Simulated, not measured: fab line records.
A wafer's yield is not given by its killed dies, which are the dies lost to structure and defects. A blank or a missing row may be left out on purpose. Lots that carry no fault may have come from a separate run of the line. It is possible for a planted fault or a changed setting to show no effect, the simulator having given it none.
Matching of chambers | flow n5Finfet | N5_MOL_CONTACT_COAG_ETCHBACK_135 on rieDiel-01: 4 sister chambers
The step etches SiO2 in CHF3, target depth 25 nm, time 16.7 s. 8 wafers are shown with their chamber, then 9 later ones without.

## WAFERS PAIRED WITH THEIR CHAMBERS
wafer  | chamber | showerheadPlenumPTorr (Torr) | rfVppV (V)
L080.6 | 0       | 2.47                         | 549
L081.6 | 0       | 2.46                         | 548
L084.6 | 2       | 2.31                         | 481
L085.1 | 2       | 2.31                         | 480
L085.5 | 1       | 2.37                         | 531
L088.1 | 1       | 2.37                         | 530
L088.3 | 3       | 2.46                         | 542
L088.5 | 3       | 2.46                         | 543

## WAFERS WITHOUT THEIR CHAMBER
wafer  | showerheadPlenumPTorr (Torr) | rfVppV (V)
L089.1 | 2.46                         | 546
L089.2 | 2.31                         | 479
L089.6 | 2.37                         | 530
L091.1 | 2.45                         | 542
L091.5 | 2.45                         | 542
L091.6 | 2.31                         | 480
L093.2 | 2.36                         | 531
L093.4 | 2.46                         | 547
L093.5 | 2.46                         | 547

## WHICH CHAMBER EACH ONE RAN IN
wafer  | from the rows above     | in truth
L089.1 | can't be placed: 0 or 3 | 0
L089.2 | 2                       | 2
L089.6 | 1                       | 1
L091.1 | 3                       | 3
L091.5 | 3                       | 3
L091.6 | 2                       | 2
L093.2 | 1                       | 1
L093.4 | 0                       | 0
L093.5 | 0                       | 0
8 of 9 placed correctly. These rows do not allow placing 1 (true chamber among the candidates in 1). Number placed wrongly: 0.
How it was worked out, from the rows above alone: a wafer's distance from a chamber is the root of the sum, over the readings, of the square of ((its reading less the chamber's mean) divided by the reading's scatter). The wafer belongs to the nearest chamber; if the next one is less than 2 further off, it can't be placed. The mean given for a chamber averages the wafers shown for that chamber. How the scatter is found: for the shown wafers, subtract from each reading the mean of its chamber, square and add these, divide the total by (wafers less chambers), then take the root.
